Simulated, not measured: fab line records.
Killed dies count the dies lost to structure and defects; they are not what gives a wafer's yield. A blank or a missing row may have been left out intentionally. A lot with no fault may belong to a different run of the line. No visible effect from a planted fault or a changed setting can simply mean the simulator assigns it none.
Chamber matching ; flow n5Finfet ; 4 sister chambers for N5_BEOL_M5_CMP_52 on cmp-02
The step polishes, stops on SiCOH lowk, t overpolish 6.9 s, target thk 62 nm. 4 wafers are shown with their chamber, then 9 later ones without.

## WAFERS PAIRED WITH THEIR CHAMBERS
wafer;chamber;motorCurrentA (A)
L087.2;1;5.4
L090.3;2;7.6
L090.4;0;4.7
L090.5;3;6.4

## WAFERS WITH NO CHAMBER GIVEN
wafer;motorCurrentA (A)
L092.2;4.7
L092.3;6.8
L092.5;7.4
L094.1;6.2
L094.3;4.7
L094.4;7.6
L097.2;7.7
L097.3;5.1
L097.4;6.8

## CHAMBER TAKEN BY EACH
wafer;from the rows above;in truth
L092.2;0;0
L092.3;can't be placed: 3 or 2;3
L092.5;2;2
L094.1;3;3
L094.3;0;0
L094.4;2;2
L097.2;2;2
L097.3;can't be placed: 1 or 0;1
L097.4;can't be placed: 3 or 2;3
Correctly placed: 6 of 9. From these rows, 3 cannot be placed; in 3 the true chamber is one of the candidates. 0 placed wrongly.
How it was worked out, from the rows above alone: a wafer's distance from a chamber is the root of the sum, over the readings, of the square of ((its reading less the chamber's mean) divided by the reading's scatter). The wafer belongs to the nearest chamber; if the next one is less than 2 further off, it can't be placed. The mean given for a chamber averages the wafers shown for that chamber. The scatter: root of mean squared gap, hidden wafer to nearest shown wafer, with one shown wafer a chamber.
